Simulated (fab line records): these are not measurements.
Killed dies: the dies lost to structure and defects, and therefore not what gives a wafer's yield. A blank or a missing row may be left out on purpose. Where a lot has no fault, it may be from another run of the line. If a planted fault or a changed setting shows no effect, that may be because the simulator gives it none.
Problem report in the 8D (eight disciplines) form, filled by code	flow n5 finfet	the parts of the form that need people (team, actions taken, sign-off) are left out

== 1. THE PROBLEM ==
At N5_BEOL_M9_INSPECT_58, raw defect count averages 1131 over 9 wafers from 3 lots, while fault-free wafers read 73, standard deviation 23. That puts it +46 standard deviations away from the usual mean.
The step: inspects for defects (darkfield).
The first sign was on wafer L225.1 at day 10 10:47, on defect inspect-01. The record has a number at this step for 33 wafers belonging to 11 lots. By rule, "out" or "out of limits" means more than 4 standard deviations away from the usual mean. The rest of the wafers with a number are treated as sound.

== 2. WHAT IT IS AND WHAT IT IS NOT ==
question	is	is not
which readings at this step	raw defect count	-
which lots	L225, L228, L229	L221, L222, L223, L224, L240, L241, L243, L244
which wafers of those lots	all that have a number	-
read on which gauges	defect inspect-01, defect inspect-02	-
when	from day 10 10:47	up to then (12 sound wafers); but 12 sound wafers of L240, L241, L243, L244 came after

== 3. WHAT RULES OUT EACH SUSPECT ==
Counting: a tool stays on the suspect list if, at a process step up to the reading, it processed all lots that are out and no sound lot following the first of them.
- the gauge at N5_BEOL_M9_INSPECT_58 has been ruled out. The wafers that are out were read on 2 gauges (defect inspect-01, defect inspect-02).
- pecvd-03 at N5_BEOL_M9_PRE_CLEAN_55 (time 15 s): kept. It ran every lot that is out, first L225 (day 10 10:40), and no sound lot after that; its last sound lot up to then is L223 (day 10 01:25).
Left after counting: pecvd-03 at N5_BEOL_M9_PRE_CLEAN_55.

== 4. THE CAUSE (what the simulator had put in) ==
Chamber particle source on pecvd-03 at N5_BEOL_M9_PRE_CLEAN_55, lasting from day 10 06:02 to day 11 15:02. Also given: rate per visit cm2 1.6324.
This tool alone remained once counting was done.

== 5. SEQUENCE OF EFFECTS, ordered by route ==
One row per reading whose mean, taken over the struck wafers that have a number, lies over 3 standard deviations from the usual. Only readings for which the record gives a usual standard deviation are gone through. hours: the time from each lot's start at the first step in this table that gives one to its start at this step, as a median over the lots. sigmas: the change in usual standard deviations.
hours	step	reading	usual	on struck wafers	change	sigmas
0	N5_BEOL_M9_INSPECT_58	raw defect count	73	1131	+1058	+46
2	N5_BEOL_M10_INSPECT_13	raw defect count	393	1418	+1025	+12
55	N5_PASSIVATION_PROBE_49	defect limited yield	91.4 %	84.2	-7.2	-4.8
55	N5_PASSIVATION_PROBE_49	killed_at_M4_up	13	107	+94	+17
55	N5_PASSIVATION_PROBE_49	killed dies	101	187	+86	+4.8
55	N5_PASSIVATION_PROBE_49	sort_bin_5_function	5.1 %	9.4	+4.3	+4.3
55	N5_PASSIVATION_PROBE_49	sort n pass	1079	993	-86	-4.8
55	N5_PASSIVATION_PROBE_49	sort yield pct	91.4 %	84.2	-7.2	-4.8
Process steps it contains:
- N5_PASSIVATION_PROBE_49

== 6. WHAT WOULD HAVE CAUGHT IT SOONER ==
Counted from the fault's start at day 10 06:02, it took 5 hours until the first out-of-limits reading at a measuring or inspecting step in this record, taken at day 10 10:47.
Lots out: 3; of these, L228, L229 started N5_BEOL_M9_PRE_CLEAN_55 on pecvd-03 after day 10 10:47. A hold on the tool at that time would have spared those 2.
